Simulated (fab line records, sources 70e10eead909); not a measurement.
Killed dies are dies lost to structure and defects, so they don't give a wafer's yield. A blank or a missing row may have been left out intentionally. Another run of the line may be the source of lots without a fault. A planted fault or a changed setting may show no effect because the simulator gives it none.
The tool behind it: which one? || flow nand harc || 8 lots with 24 wafers sampled at 5 steps, on a route of 1159 steps

WHAT THE GAUGES SHOWED, per wafer
NHARC_END_SORT_01. Usual: defect limited yield 95.4 %, standard deviation 1.5; killed at array 27, standard deviation 9.9; killed at other 0.5, standard deviation 0.76; killed at periphery 3.4, standard deviation 2.2; killed dies 31, standard deviation 10; killed open 3.3, standard deviation 2; killed short 2.0, standard deviation 1.5; sort_bin_2_pct 1.5 %, standard deviation 0.64; sort_bin_3_pct 0.21 %, standard deviation 0.2; sort_bin_4_pct 2.9 %, standard deviation 0.97; sort n pass 646, standard deviation 10; sort rim yield pct 96.9 %, standard deviation 2; sort yield pct 95.4 %, standard deviation 1.5.
{"lot": "L654", "measured": "day 20 20:11", "on": "prober-02", "defect limited yield (%)": "95.9 96.2 95.6", "killed at array": "24 22 25", "killed at other": "0 0 0", "killed at periphery": "4 4 5", "killed dies": "28 26 30", "killed open": "1 3 1", "killed short": "0 0 1", "sort_bin_2_pct (%)": "1.2 1.2 1.8", "sort_bin_3_pct (%)": "0 0 0.44", "sort_bin_4_pct (%)": "3.0 2.7 2.2", "sort n pass": "649 651 647", "sort rim yield pct (%)": "95.3 95.3 96.2", "sort yield pct (%)": "95.9 96.2 95.6", "flag": ""}
{"lot": "L653", "measured": "day 21 11:41", "on": "prober-02", "defect limited yield (%)": "0 0 0", "killed at array": "22 21 22", "killed at other": "652 653 653", "killed at periphery": "3 3 2", "killed dies": "677 677 677", "killed open": "6 5 1", "killed short": "2 1 3", "sort_bin_2_pct (%)": "97.6 97.5 97.2", "sort_bin_3_pct (%)": "0 0 0", "sort_bin_4_pct (%)": "2.4 2.5 2.8", "sort n pass": "0 0 0", "sort rim yield pct (%)": "0 0 0", "sort yield pct (%)": "0 0 0", "flag": "OFF"}
{"lot": "L658", "measured": "day 21 12:50", "on": "prober-01", "defect limited yield (%)": "0 0 0", "killed at array": "10 9 13", "killed at other": "661 663 659", "killed at periphery": "6 5 5", "killed dies": "677 677 677", "killed open": "4 1 3", "killed short": "0 1 1", "sort_bin_2_pct (%)": "97.9 98.5 98.4", "sort_bin_3_pct (%)": "0.15 0.15 0.15", "sort_bin_4_pct (%)": "1.9 1.3 1.5", "sort n pass": "0 0 0", "sort rim yield pct (%)": "0 0 0", "sort yield pct (%)": "0 0 0", "flag": "OFF"}

TOOL THAT RAN EACH LOT (tool first, then ch and the chambers of the sampled wafers, then the start)
{"lot": "L649", "NHARC_A_BONDPAD_PRE_CLEAN_26": "pvd sputter-01, day 18 03:50 or earlier", "NHARC_A_BONDPAD_ANNEAL_28": "rtp anneal-01 ch 0, day 18 03:50", "NHARC_A_BONDPAD_CMP_19": "cmp-04 ch 0,2,3, day 18 04:08", "NHARC_THIN_TSV_GRIND_00": "grinder-01 ch 0, day 18 22:11"}
{"lot": "L648", "NHARC_A_BONDPAD_PRE_CLEAN_26": "pvd sputter-03, day 18 05:55 or earlier", "NHARC_A_BONDPAD_ANNEAL_28": "rtp anneal-01 ch 0, day 18 05:55", "NHARC_A_BONDPAD_CMP_19": "cmp-04 ch 0,1,2, day 18 06:17", "NHARC_THIN_TSV_GRIND_00": "grinder-01 ch 0, day 19 00:23"}
{"lot": "L651", "NHARC_A_BONDPAD_PRE_CLEAN_26": "pvd sputter-01, day 18 11:05 or earlier", "NHARC_A_BONDPAD_ANNEAL_28": "rtp anneal-02 ch 0, day 18 11:05", "NHARC_A_BONDPAD_CMP_19": "cmp-03 ch 0,3, day 18 11:28", "NHARC_THIN_TSV_GRIND_00": "grinder-01 ch 0, day 19 01:35"}
{"lot": "L650", "NHARC_A_BONDPAD_PRE_CLEAN_26": "pvd sputter-02, day 18 11:29 or earlier", "NHARC_A_BONDPAD_ANNEAL_28": "rtp anneal-01 ch 0, day 18 11:29", "NHARC_A_BONDPAD_CMP_19": "cmp-03 ch 1,2,3, day 18 11:50", "NHARC_THIN_TSV_GRIND_00": "grinder-01 ch 0, day 18 23:11"}
{"lot": "L652", "NHARC_A_BONDPAD_PRE_CLEAN_26": "pvd sputter-03, day 19 01:46 or earlier", "NHARC_A_BONDPAD_ANNEAL_28": "rtp anneal-02 ch 0, day 19 01:46", "NHARC_A_BONDPAD_CMP_19": "cmp-03 ch 0,3, day 19 02:02", "NHARC_THIN_TSV_GRIND_00": "grinder-01 ch 0, day 19 13:35"}
{"lot": "L654", "NHARC_A_BONDPAD_PRE_CLEAN_26": "pvd sputter-02, day 19 13:04 or earlier", "NHARC_A_BONDPAD_ANNEAL_28": "rtp anneal-01 ch 0, day 19 13:04", "NHARC_A_BONDPAD_CMP_19": "cmp-01 ch 0,2,3, day 19 13:24", "NHARC_THIN_TSV_GRIND_00": "grinder-01 ch 0, day 20 01:26"}
{"lot": "L653", "NHARC_A_BONDPAD_PRE_CLEAN_26": "pvd sputter-01, day 19 22:36 or earlier", "NHARC_A_BONDPAD_ANNEAL_28": "rtp anneal-02 ch 0, day 19 22:36", "NHARC_A_BONDPAD_CMP_19": "cmp-04 ch 0,3, day 19 22:56", "NHARC_THIN_TSV_GRIND_00": "grinder-01 ch 0, day 20 11:28"}
{"lot": "L658", "NHARC_A_BONDPAD_PRE_CLEAN_26": "pvd sputter-01, day 20 06:55 or earlier", "NHARC_A_BONDPAD_ANNEAL_28": "rtp anneal-01 ch 0, day 20 06:55", "NHARC_A_BONDPAD_CMP_19": "cmp-01 ch 1,2,3, day 20 07:15", "NHARC_THIN_TSV_GRIND_00": "grinder-01 ch 0, day 20 18:07"}
- NHARC_A_BONDPAD_PRE_CLEAN_26: time 30 s.
- NHARC_A_BONDPAD_ANNEAL_28: time 90 s.
- NHARC_A_BONDPAD_CMP_19: polishes, t overpolish 30 s, cu recess touch 16 s, target thk 169.8 nm.
- NHARC_THIN_TSV_GRIND_00

WHAT THE TOOLS THEMSELVES READ (means of the sampled wafers that have a number; where no wafer has one, the mark that the record gives instead)
NHARC_A_BONDPAD_PRE_CLEAN_26. Usual: 419 W for heater power w, sd 31.
{"lot": "L649", "tool": "pvd sputter-01", "heater power w (W)": 433, "flag": ""}
{"lot": "L648", "tool": "pvd sputter-03", "heater power w (W)": 421, "flag": ""}
{"lot": "L651", "tool": "pvd sputter-01", "heater power w (W)": 428, "flag": ""}
{"lot": "L650", "tool": "pvd sputter-02", "heater power w (W)": 399, "flag": ""}
{"lot": "L652", "tool": "pvd sputter-03", "heater power w (W)": 410, "flag": ""}
{"lot": "L654", "tool": "pvd sputter-02", "heater power w (W)": 420, "flag": ""}
{"lot": "L653", "tool": "pvd sputter-01", "heater power w (W)": 428, "flag": ""}
{"lot": "L658", "tool": "pvd sputter-01", "heater power w (W)": 419, "flag": ""}

NHARC_A_BONDPAD_ANNEAL_28. Usual: 225.87 for wafer_temp_C_max, sd 0.25.
{"lot": "L649", "tool": "rtp anneal-01", "wafer_temp_C_max": 225.68, "flag": ""}
{"lot": "L648", "tool": "rtp anneal-01", "wafer_temp_C_max": 225.66, "flag": ""}
{"lot": "L651", "tool": "rtp anneal-02", "wafer_temp_C_max": 226.21, "flag": ""}
{"lot": "L650", "tool": "rtp anneal-01", "wafer_temp_C_max": 225.80, "flag": ""}
{"lot": "L652", "tool": "rtp anneal-02", "wafer_temp_C_max": 226.27, "flag": ""}
{"lot": "L654", "tool": "rtp anneal-01", "wafer_temp_C_max": 226.04, "flag": ""}
{"lot": "L653", "tool": "rtp anneal-02", "wafer_temp_C_max": 225.73, "flag": ""}
{"lot": "L658", "tool": "rtp anneal-01", "wafer_temp_C_max": 225.93, "flag": ""}

NHARC_A_BONDPAD_CMP_19. Usual: motor current A 11.6 A, standard deviation 1.4; overpolish run s 29.999 s, standard deviation 0.0088.
{"lot": "L649", "tool": "cmp-04", "motor current A (A)": 11.1, "overpolish run s (s)": 29.993, "flag": ""}
{"lot": "L648", "tool": "cmp-04", "motor current A (A)": 11.4, "overpolish run s (s)": 29.992, "flag": ""}
{"lot": "L651", "tool": "cmp-03", "motor current A (A)": 12.2, "overpolish run s (s)": 30.004, "flag": ""}
{"lot": "L650", "tool": "cmp-03", "motor current A (A)": 12.2, "overpolish run s (s)": 29.994, "flag": ""}
{"lot": "L652", "tool": "cmp-03", "motor current A (A)": 12.6, "overpolish run s (s)": 30.000, "flag": ""}
{"lot": "L654", "tool": "cmp-01", "motor current A (A)": 10.5, "overpolish run s (s)": 29.992, "flag": ""}
{"lot": "L653", "tool": "cmp-04", "motor current A (A)": 11.0, "overpolish run s (s)": 29.995, "flag": ""}
{"lot": "L658", "tool": "cmp-01", "motor current A (A)": 12.6, "overpolish run s (s)": 29.997, "flag": ""}

NHARC_THIN_TSV_GRIND_00. Usual: 11.998 A for motor current A, sd 0.021.
{"lot": "L649", "tool": "grinder-01", "motor current A (A)": 12.003, "flag": ""}
{"lot": "L648", "tool": "grinder-01", "motor current A (A)": 12.027, "flag": ""}
{"lot": "L651", "tool": "grinder-01", "motor current A (A)": 11.993, "flag": ""}
{"lot": "L650", "tool": "grinder-01", "motor current A (A)": 11.975, "flag": ""}
{"lot": "L652", "tool": "grinder-01", "motor current A (A)": 11.997, "flag": ""}
{"lot": "L654", "tool": "grinder-01", "motor current A (A)": 11.992, "flag": ""}
{"lot": "L653", "tool": "grinder-01", "motor current A (A)": 11.998, "flag": ""}
{"lot": "L658", "tool": "grinder-01", "motor current A (A)": 12.007, "flag": ""}

THE ANSWER, worked out from the rows above alone
Rule: a lot counts as off when the mean over its wafers that have a number is more than 3 standard deviations away from the usual mean. Also off: a lot with no number at a reading for which 4 or more lots have one. All remaining lots with rows at the step are treated as sound. After the gauges, taken in route order, come the tools' own readings; for these a lot's mean is taken, as printed above. At the first step where some lot is off, the reading lying furthest off is the one used; lots without a number count as furthest.
Off, at NHARC_END_SORT_01 on killed at other: L653, L658. Neither off nor sound, because the step has no rows for them: L649, L648, L651, L650, L652.
A tool fits if, at a process step before that reading, it ran every lot that is off, and no sound lot after the first of them. Gauges at NHARC_END_SORT_01: tried the same way as those tools. Because NHARC_A_BONDPAD_PRE_CLEAN_26 lacks a start for some lots, the hours and order of its lots are taken from NHARC_A_BONDPAD_ANNEAL_28. This does not decide it: 2 tools fit, namely pvd sputter-01 at NHARC_A_BONDPAD_PRE_CLEAN_26 and grinder-01 at NHARC_THIN_TSV_GRIND_00.

WHAT WAS PUT IN BY THE SIMULATOR
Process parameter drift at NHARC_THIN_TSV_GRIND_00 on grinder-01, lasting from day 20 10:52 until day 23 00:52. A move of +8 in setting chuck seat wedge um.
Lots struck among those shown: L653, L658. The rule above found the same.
